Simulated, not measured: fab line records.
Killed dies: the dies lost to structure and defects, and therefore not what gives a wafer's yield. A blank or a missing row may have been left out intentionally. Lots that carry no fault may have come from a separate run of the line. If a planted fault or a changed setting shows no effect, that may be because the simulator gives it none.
Which of the tools did it? -- flow nandHarc -- 24 lots, 72 wafers sampled, at 6 steps of a route of 1302

## WHAT THE GAUGES SHOWED, per wafer
NHARC_P_M0_INSPECT_27. Usual: 284 for rawDefectCount, sd 120.
lot,measured,on,rawDefectCount,flag
L074,day 6 09:35,defectInspect-01,357 170 330,
L075,day 6 10:02,defectInspect-01,107 362 229,
L076,day 6 22:57,defectInspect-01,377 277 212,
L077,day 7 13:51,defectInspect-02,301 240 285,
L078,day 7 20:32,defectInspect-01,267 228 161,
L079,day 8 03:28,defectInspect-01,210 504 293,
L080,day 8 20:13,defectInspect-01,515 272 272,
L081,day 9 12:36,defectInspect-02,236 165 180,
L082,day 9 16:41,defectInspect-01,207 217 295,
L083,day 10 02:17,defectInspect-01,221 682 600,
L084,day 10 20:07,defectInspect-02,301 251 237,
L085,day 10 22:13,defectInspect-02,112 222 154,
L087,day 11 09:39,defectInspect-01,188 241 159,
L086,day 11 10:10,defectInspect-02,185 385 196,
L089,day 12 02:31,defectInspect-02,247 232 173,
L088,day 12 03:18,defectInspect-02,214 349 311,
L090,day 13 00:22,defectInspect-01,512 228 279,
L091,day 13 01:46,defectInspect-01,333 281 330,
L092,day 13 18:11,defectInspect-01,294 251 228,
L093,day 13 22:49,defectInspect-01,265 309 193,
L094,day 14 11:08,defectInspect-01,213 209 152,
L095,day 15 04:00,defectInspect-01,284 206 295,
L097,day 15 14:27,defectInspect-01,338 442 290,
L096,day 15 14:44,defectInspect-01,279 241 379,

NHARC_P_M2_OVL_MEAS_10: pitch 340 nm. Usual: overlayXNm 0.3 nm, standard deviation 0.74; overlayYNm 0.0 nm, standard deviation 0.75.
lot,measured,on,overlayXNm (nm),overlayYNm (nm),flag
L074,day 6 15:07,overlay-01,-0.3 -0.2 -0.1,0.5 0.0 0.7,
L075,day 6 15:34,overlay-02,-0.5 -0.5 -0.4,-0.2 0.3 0.3,
L076,day 7 04:38,overlay-01,0.5 0.4 0.8,0.0 -0.2 -0.3,
L077,day 7 20:04,overlay-01,-0.1 0.2 -0.1,-0.3 -1.1 -0.2,
L078,day 8 02:13,overlay-01,0.8 0.5 0.5,-0.6 -0.4 -0.6,
L079,day 8 09:06,overlay-02,0.0 0.7 0.7,-0.4 0.0 -0.8,
L080,day 9 01:34,overlay-02,1.4 1.1 1.3,1.0 0.9 0.7,
L081,day 9 18:08,overlay-01,-0.6 0.0 -0.1,-1.0 -1.1 -0.8,
L082,day 9 22:11,overlay-02,-0.9 -0.9 -0.5,0.2 0.3 0.5,
L083,day 10 07:55,overlay-02,0.2 0.2 0.3,0.1 -0.2 -0.4,
L084,day 11 01:49,overlay-02,0.0 -0.6 0.2,0.9 0.7 0.7,
L085,day 11 03:42,overlay-02,-0.1 -0.7 -0.8,0.4 0.9 0.3,
L087,day 11 15:28,overlay-01,-0.6 -1.5 -0.9,-1.1 -0.5 -0.9,
L086,day 11 16:25,overlay-01,0.2 0.7 0.5,-0.4 -0.8 -0.4,
L089,day 12 08:01,overlay-01,1.4 1.2 1.2,0.4 -0.1 -0.2,
L088,day 12 09:18,overlay-02,1.1 2.0 1.7,-0.3 -0.4 -1.5,
L090,day 13 05:59,overlay-02,0.7 0.7 0.4,-0.4 0.3 0.5,
L091,day 13 07:29,overlay-02,0.3 0.2 0.1,0.5 0.1 -0.3,
L092,day 13 23:50,overlay-01,0.5 0.0 -0.1,-0.4 -0.1 0.0,
L093,day 14 05:07,overlay-01,0.8 1.0 1.5,-0.3 -0.2 -0.3,
L094,day 14 16:50,overlay-01,0.4 0.3 0.3,-0.5 -0.6 -1.2,
L095,day 15 09:38,overlay-01,-0.2 0.8 0.5,0.2 0.7 0.5,
L097,day 15 20:02,overlay-02,-0.6 -1.1 -0.3,0.6 1.1 1.3,
L096,day 15 20:20,overlay-01,0.1 0.2 0.0,2.3 1.5 2.0,

NHARC_P_M2_INSPECT_27. Usual: 309 for rawDefectCount, sd 120.
lot,measured,on,rawDefectCount,flag
L074,day 6 17:50,defectInspect-02,279 172 223,
L075,day 6 18:17,defectInspect-02,376 289 205,
L076,day 7 07:25,defectInspect-01,293 166 254,
L077,day 7 22:46,defectInspect-02,315 310 391,
L078,day 8 04:54,defectInspect-02,414 344 623,
L079,day 8 11:46,defectInspect-02,235 184 206,
L080,day 9 04:14,defectInspect-01,291 422 566,
L081,day 9 20:48,defectInspect-02,486 317 358,
L082,day 10 00:52,defectInspect-01,159 306 218,
L083,day 10 10:35,defectInspect-01,253 213 229,
L084,day 11 04:34,defectInspect-01,488 412 254,
L085,day 11 06:31,defectInspect-02,371 338 354,
L087,day 11 18:08,defectInspect-01,167 179 190,
L086,day 11 19:07,defectInspect-02,272 185 469,
L089,day 12 10:42,defectInspect-01,444 390 626,
L088,day 12 12:01,defectInspect-02,433 571 346,
L090,day 13 08:47,defectInspect-02,209 171 110,
L091,day 13 10:13,defectInspect-02,266 402 219,
L092,day 14 02:50,defectInspect-01,483 464 400,
L093,day 14 07:50,defectInspect-02,287 470 279,
L094,day 14 19:31,defectInspect-01,225 258 325,
L095,day 15 12:23,defectInspect-02,161 219 191,
L097,day 15 22:47,defectInspect-02,392 223 323,
L096,day 15 23:02,defectInspect-01,509 385 357,

## WHICH TOOL RAN EACH LOT (tool, then ch and the chambers of the sampled wafers, then the start)
lot,NHARC_P_M2_ETCH_15,NHARC_P_M2_ETCH_28,NHARC_P_M2_CMP_23
L074,"rieDiel-09 ch 0,3, day 6 17:22 or earlier","rieDiel-01 ch 0,2,3, day 6 17:22 or earlier","cmp-03 ch 0,1,2, day 6 17:22"
L075,"rieDiel-09 ch 1,2, day 6 17:47 or earlier","rieDiel-01 ch 1,3, day 6 17:47 or earlier","cmp-03 ch 0,3, day 6 17:47"
L076,"rieDiel-06 ch 0,2,3, day 7 06:58 or earlier","rieDiel-06 ch 0,1,2, day 7 06:58 or earlier","cmp-03 ch 0,1, day 7 06:58"
L077,"rieDiel-06 ch 2,3, day 7 22:20 or earlier","rieDiel-01 ch 1,2,3, day 7 22:20 or earlier","cmp-03 ch 1,2, day 7 22:20"
L078,"rieDiel-01 ch 1,2,3, day 8 04:27 or earlier","rieDiel-06 ch 0,2,3, day 8 04:27 or earlier","cmp-02 ch 0,2, day 8 04:27"
L079,"rieDiel-09 ch 0,1, day 8 11:21 or earlier","rieDiel-01 ch 1,2,3, day 8 11:21 or earlier","cmp-03 ch 1,2,3, day 8 11:21"
L080,"rieDiel-06 ch 0,1, day 9 03:47 or earlier","rieDiel-01 ch 0,3, day 9 03:47 or earlier","cmp-02 ch 2,3, day 9 03:47"
L081,"rieDiel-09 ch 0,2,3, day 9 20:21 or earlier","rieDiel-09 ch 0,1,2, day 9 20:21 or earlier","cmp-03 ch 0,1,3, day 9 20:21"
L082,"rieDiel-09 ch 1,2,3, day 10 00:23 or earlier","rieDiel-06 ch 0,1,3, day 10 00:23 or earlier","cmp-01 ch 0,1,3, day 10 00:23"
L083,"rieDiel-06 ch 0,3, day 10 10:07 or earlier","rieDiel-09 ch 0,2,3, day 10 10:07 or earlier","cmp-01 ch 2,3, day 10 10:07"
L084,"rieDiel-01 ch 2,3, day 11 04:09 or earlier","rieDiel-06 ch 0,1,2, day 11 04:09 or earlier","cmp-03 ch 1,2,3, day 11 04:09"
L085,"rieDiel-09 ch 0,2, day 11 06:01 or earlier","rieDiel-09 ch 0,2,3, day 11 06:01 or earlier","cmp-03 ch 0,1, day 11 06:01"
L087,"rieDiel-06 ch 0,1,3, day 11 17:41 or earlier","rieDiel-01 ch 2,3, day 11 17:41 or earlier","cmp-03 ch 2,3, day 11 17:41"
L086,"rieDiel-06 ch 0,3, day 11 18:41 or earlier","rieDiel-01 ch 0,1,2, day 11 18:41 or earlier","cmp-02 ch 0,3, day 11 18:41"
L089,"rieDiel-01 ch 0,1, day 12 10:16 or earlier","rieDiel-01 ch 0,1,2, day 12 10:16 or earlier","cmp-02 ch 1,3, day 12 10:16"
L088,"rieDiel-01 ch 1,2,3, day 12 11:32 or earlier","rieDiel-09 ch 0,1,2, day 12 11:32 or earlier","cmp-01 ch 0,1,3, day 12 11:32"
L090,"rieDiel-01 ch 0,2, day 13 08:22 or earlier","rieDiel-01 ch 0,1,2, day 13 08:22 or earlier","cmp-03 ch 0,2,3, day 13 08:22"
L091,"rieDiel-06 ch 0,1, day 13 09:44 or earlier","rieDiel-09 ch 0,3, day 13 09:44 or earlier","cmp-01 ch 0,1, day 13 09:44"
L092,"rieDiel-09 ch 0,3, day 14 00:11","rieDiel-09 ch 0,3, day 14 00:50","cmp-02 ch 0,1,2, day 14 02:23"
L093,"rieDiel-06 ch 1,3, day 14 07:24 or earlier","rieDiel-09 ch 0,2,3, day 14 07:24 or earlier","cmp-01 ch 1,3, day 14 07:24"
L094,"rieDiel-01 ch 0,3, day 14 19:02 or earlier","rieDiel-01 ch 1,2, day 14 19:02 or earlier","cmp-02 ch 1,2,3, day 14 19:02"
L095,"rieDiel-01 ch 1,2,3, day 15 11:55 or earlier","rieDiel-09 ch 0,3, day 15 11:55 or earlier","cmp-01 ch 1,2, day 15 11:55"
L097,"rieDiel-06 ch 1,2,3, day 15 22:20 or earlier","rieDiel-09 ch 0,3, day 15 22:20 or earlier","cmp-01 ch 1,2,3, day 15 22:20"
L096,"rieDiel-01 ch 1,2, day 15 22:34 or earlier","rieDiel-06 ch 0,1,2, day 15 22:34 or earlier","cmp-02 ch 2,3, day 15 22:34"
- NHARC_P_M2_ETCH_15: etches the open film in C4F8/Ar, target depth 182.5 nm, time 91.2 s.
- NHARC_P_M2_ETCH_28: etches the open film in CF4/N2, target depth 30 nm, time 72.99 s.
- NHARC_P_M2_CMP_23: polishes, t overpolish 20 s, target thk 144.3 nm.

## AS READ BY THE TOOLS THEMSELVES (means over the sampled wafers that have a number; for cases with no such wafer, the mark the record gives instead)
NHARC_P_M2_ETCH_15. Usual: oesProductAu 0.941 a.u., standard deviation 0.021; rfFwdPowerW 596.5 W, standard deviation 1.8; rfVppV 441.6 V, standard deviation 1.9.
lot,tool,oesProductAu (a.u.),rfFwdPowerW (W),rfVppV (V),flag
L074,rieDiel-09,0.934,595.7,440.3,
L075,rieDiel-09,0.937,598.8,440.9,
L076,rieDiel-06,0.977,598.0,442.4,
L077,rieDiel-06,0.923,595.9,440.4,
L078,rieDiel-01,0.948,595.2,442.5,
L079,rieDiel-09,0.937,596.6,440.7,
L080,rieDiel-06,0.928,593.7,442.6,
L081,rieDiel-09,0.924,597.7,441.1,
L082,rieDiel-09,0.938,595.6,442.1,
L083,rieDiel-06,0.927,596.6,442.4,
L084,rieDiel-01,0.947,595.8,443.6,
L085,rieDiel-09,0.932,597.9,440.5,
L087,rieDiel-06,0.926,597.8,442.5,
L086,rieDiel-06,0.920,597.6,443.6,
L089,rieDiel-01,0.964,596.9,442.0,
L088,rieDiel-01,0.960,596.4,442.5,
L090,rieDiel-01,0.940,595.4,441.0,
L091,rieDiel-06,0.932,595.4,442.3,
L092,rieDiel-09,0.928,596.5,440.6,
L093,rieDiel-06,0.985,596.3,442.6,
L094,rieDiel-01,0.973,597.5,442.8,
L095,rieDiel-01,0.916,595.9,442.2,
L097,rieDiel-06,0.931,598.8,440.4,
L096,rieDiel-01,0.961,594.9,441.5,

NHARC_P_M2_ETCH_28. Usual: value, then standard deviation, for each; drypumpMotorCurrentA 5.7 A / 0.33; mfcArSccm 150.1 sccm / 0.48; oesProductAu 1.000 a.u. / 0.017; rfFwdPowerW 297.7 W / 1.1; rfVppV 314.7 V / 1.5; showerheadPlenumPTorr 2.65 Torr / 0.077; throttleValvePct 19.794 % / 0.009.
lot,tool,drypumpMotorCurrentA (A),mfcArSccm (sccm),oesProductAu (a.u.),rfFwdPowerW (W),rfVppV (V),showerheadPlenumPTorr (Torr),throttleValvePct (%),flag
L074,rieDiel-01,5.9,149.8,0.985,297.8,315.9,2.67,19.795,
L075,rieDiel-01,5.6,150.3,0.995,296.8,315.6,2.72,19.802,
L076,rieDiel-06,6.0,150.0,1.012,297.9,314.6,2.64,19.800,
L077,rieDiel-01,5.6,150.1,0.983,297.9,315.4,2.70,19.802,
L078,rieDiel-06,5.8,150.2,0.996,298.0,315.0,2.66,19.796,
L079,rieDiel-01,5.7,149.5,0.980,298.3,316.3,2.70,19.788,
L080,rieDiel-01,6.0,150.0,0.991,297.4,316.1,2.74,19.789,
L081,rieDiel-09,5.6,150.3,1.019,299.4,313.4,2.60,19.804,
L082,rieDiel-06,6.1,149.6,0.996,298.5,315.7,2.71,19.797,
L083,rieDiel-09,5.6,150.1,1.008,297.9,313.8,2.62,19.796,
L084,rieDiel-06,6.0,150.1,1.003,297.7,313.6,2.64,19.792,
L085,rieDiel-09,5.6,150.3,1.004,297.9,313.6,2.62,19.785,
L087,rieDiel-01,5.9,150.4,0.994,298.1,315.8,2.73,19.798,
L086,rieDiel-01,5.7,150.5,0.982,298.4,314.2,2.63,19.799,
L089,rieDiel-01,5.7,149.8,0.991,298.4,314.2,2.63,19.793,
L088,rieDiel-09,5.6,149.8,1.014,298.1,314.5,2.60,19.793,
L090,rieDiel-01,5.7,150.0,1.000,298.1,313.9,2.63,19.790,
L091,rieDiel-09,5.5,150.1,1.014,296.5,314.0,2.60,19.794,
L092,rieDiel-09,5.5,149.5,1.009,298.0,313.2,2.60,19.785,
L093,rieDiel-09,5.6,150.5,1.012,297.8,314.3,2.62,19.784,
L094,rieDiel-01,5.5,149.6,0.975,298.4,314.3,2.63,19.795,
L095,rieDiel-09,5.5,150.7,1.006,295.7,313.6,2.65,19.798,
L097,rieDiel-09,5.5,150.5,1.002,296.7,315.1,2.65,19.800,
L096,rieDiel-06,6.0,150.1,1.009,297.4,314.8,2.64,19.789,

NHARC_P_M2_CMP_23. Usual: motorCurrentA 11.8 A, standard deviation 0.8; timeToEndpointS 28 s, standard deviation 3.2.
lot,tool,motorCurrentA (A),timeToEndpointS (s),flag
L074,cmp-03,12.0,29,
L075,cmp-03,12.0,31,
L076,cmp-03,11.9,26,
L077,cmp-03,11.6,27,
L078,cmp-02,11.3,32,
L079,cmp-03,12.3,26,
L080,cmp-02,12.0,24,
L081,cmp-03,12.0,27,
L082,cmp-01,11.8,26,
L083,cmp-01,10.8,26,
L084,cmp-03,12.0,27,
L085,cmp-03,11.8,31,
L087,cmp-03,12.5,28,
L086,cmp-02,12.2,27,
L089,cmp-02,13.0,25,
L088,cmp-01,12.0,25,
L090,cmp-03,11.7,25,
L091,cmp-01,11.0,26,
L092,cmp-02,11.9,33,
L093,cmp-01,11.1,30,
L094,cmp-02,12.1,27,
L095,cmp-01,10.6,28,
L097,cmp-01,10.9,26,
L096,cmp-02,12.0,29,

## THE ANSWER, worked out from the rows above alone
Rule: a lot counts as off when the mean over its wafers that have a number is more than 3 standard deviations away from the usual mean. Also off: a lot with no number at a reading for which 4 or more lots have one. Where the step has rows for the other lots, those lots are counted as sound. First the gauges in route order, then the tools' own readings, where a lot's mean is used as printed above. The first step at which some lot is off is used, and at that step the reading that is off furthest; a lot without a number counts as furthest.
No lot is off at any reading shown: from this, nothing can be told.

## WHAT HAD BEEN PUT IN BY THE SIMULATOR
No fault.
